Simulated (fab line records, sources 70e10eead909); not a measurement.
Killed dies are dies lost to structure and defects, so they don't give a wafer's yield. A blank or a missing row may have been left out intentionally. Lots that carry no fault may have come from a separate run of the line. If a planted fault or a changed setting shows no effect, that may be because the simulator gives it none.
Chamber matching    flow nand-harc    NHARC_A_STAIRCASE_DEP_325 on pecvd-04: 3 sister chambers
The step deposits SiO2, target thk 3800 nm. 6 wafers are shown with their chamber, then 7 later ones without.

== EACH WAFER AND ITS CHAMBER ==
wafer   chamber  heater-power-w (W)
L077.1  0        606
L076.2  0        660
L076.6  2        605
L083.2  2        686
L088.1  1        538
L088.4  1        444

== WAFERS WITH NO CHAMBER GIVEN ==
wafer   heater-power-w (W)
L088.5  530
L089.1  574
L089.3  765
L089.6  430
L095.3  753
L095.4  672
L095.5  419

== CHAMBER TAKEN BY EACH ==
wafer   from the rows above           in truth
L088.5  can't be placed: 1 or 0 or 2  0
L089.1  can't be placed: 0 or 2 or 1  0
L089.3  can't be placed: 2 or 0       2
L089.6  1                             1
L095.3  can't be placed: 2 or 0       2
L095.4  can't be placed: 2 or 0       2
L095.5  1                             1
Correctly placed: 2 of 7. Cannot be placed on the basis of these rows: 5; the candidates contain the true chamber in 5. Placed wrongly: 0.
How it was worked out, from the rows above alone: a wafer's distance from a chamber is the root of the sum, over the readings, of the square of ((its reading less the chamber's mean) divided by the reading's scatter). If the next closest chamber is less than 2 further off than the closest, the wafer can't be placed; otherwise it belongs to the closest. A chamber's mean is the mean of its shown wafers. The scatter: take each reading less its chamber's mean, square it, sum over the shown wafers, divide by the number of wafers less the number of chambers, and take the root.
